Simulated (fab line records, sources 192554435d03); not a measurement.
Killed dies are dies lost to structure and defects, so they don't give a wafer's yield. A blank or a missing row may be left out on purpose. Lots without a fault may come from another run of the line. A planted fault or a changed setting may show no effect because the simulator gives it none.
A struck lot beside a sound one | flow n5_finfet | 15 steps out of a route of 1938
Sound: wafers L886.3, L886.5, L886.6. Struck: wafer L894.2. (L894.4 of the same lot was not struck and is left out.) The cause comes at the end.
At each step with rows: each side's tool, then ch and its chambers, then its first start. Under that, the readings that differ: sound wafers | struck wafers | difference of the means | sigmas: that difference in standard deviations of wafers without a fault.
alike: readings whose means differ by less than 2 such deviations, and words and numbers that are the same on both sides. not compared: withheld readings, readings that some wafer has no value for, bounds like >300 that may hide the same value, and numbers for which the record gives no deviation and whose values overlap.
The two part at a step that has a row with sigmas, a row that says differs or no value, or rows on one side only. Numbers that don't overlap but have no deviation are shown without sigmas and don't part them. A reading that every wafer of one side lacks parts them only if that side has two wafers or more.

first, 8 steps without rows for these wafers: N5_BEOL_M14_COAT_58 (time 60 s, resist thk 89 nm); N5_BEOL_M14_COAT_04 (resist thk 800 nm); N5_BEOL_M14_EBR_06; N5_BEOL_M14_SOFTBAKE_05 (time 60 s); N5_BEOL_M14_EXPOSE_07 (exposes mask V13); N5_BEOL_M14_PEB_08 (peb time 90 s); N5_BEOL_M14_DEVELOP_09 (develop time 45 s); N5_BEOL_M14_HARDBAKE_14 (time 120 s).
N5_BEOL_M14_CD_MEAS_10: target cd 250 nm.
  sound on cd_sem-03 ch 0, day 11 20:08; struck on cd_sem-01 ch 0, day 13 11:07
  alike: cd_nm
N5_BEOL_M14_OVL_MEAS_11:
  sound on overlay-01 ch 0, day 11 20:10; struck on overlay-02 ch 0, day 13 11:09
  alike: V13_OVL
N5_BEOL_M14_INSPECT_12: inspects for defects (macro).
  sound on defect_inspect-01, day 11 20:11; struck on defect_inspect-02, day 13 11:11
  alike: raw_defect_count
N5_BEOL_M14_DESCUM_15: chemistry O2, time 7.9 s.
  sound on rie_diel-01 ch 0,2,3, day 11 20:32; struck on rie_diel-01 ch 0, day 13 11:23
  alike: drypump_motor_current_A, oes_product_au, rf_vpp_V, showerhead_plenum_p_Torr, throttle_valve_pct
  not compared: rf_hours_counter_h
N5_BEOL_M14_ETCH_59: etches BARC in N2/H2, target depth 89 nm, overetch 26.7 nm, time 67.9 s.
  sound on rie_diel-01 ch 0,2,3, day 11 20:34; struck on rie_diel-01 ch 0, day 13 11:25
  reading                                    | sound             | struck | difference | sigmas
  model.coat_of_BEOL_M14_COAT_04.thk_nm (nm) | 722.2 723.8 722.6 | 745.6  | +22.7      |
  model.etch.depth_nm (nm)                   | 89.21 88.84 89.06 | 75.48  | -13.56     |
  alike: drypump_motor_current_A, oes_product_au, rf_vpp_V, showerhead_plenum_p_Torr, throttle_valve_pct
  not compared: rf_hours_counter_h
N5_BEOL_M14_VIA_ETCH_16: etches SiO2 in C4F8/O2/Ar, target depth 1231.3 nm.
  sound on rie_diel-01 ch 0,2,3, day 11 20:37; struck on rie_diel-01 ch 0, day 13 11:28
  reading                                    | sound           | struck | difference | sigmas
  model.coat_of_BEOL_M14_COAT_04.thk_nm (nm) | 462 457.6 463.4 | 489.8  | +28.8      |
  alike: drypump_motor_current_A, oes_product_au, rf_vpp_V, showerhead_plenum_p_Torr, throttle_valve_pct
N5_BEOL_M14_STRIP_63: strips in O2.
  sound on rie_diel-01 ch 0,2,3; struck on rie_diel-01 ch 0
  alike: drypump_motor_current_A, oes_product_au, rf_vpp_V, showerhead_plenum_p_Torr, throttle_valve_pct
  not compared: rf_hours_counter_h

WHERE THEY PART
Nowhere in this record.

WHY: what the simulator had put in
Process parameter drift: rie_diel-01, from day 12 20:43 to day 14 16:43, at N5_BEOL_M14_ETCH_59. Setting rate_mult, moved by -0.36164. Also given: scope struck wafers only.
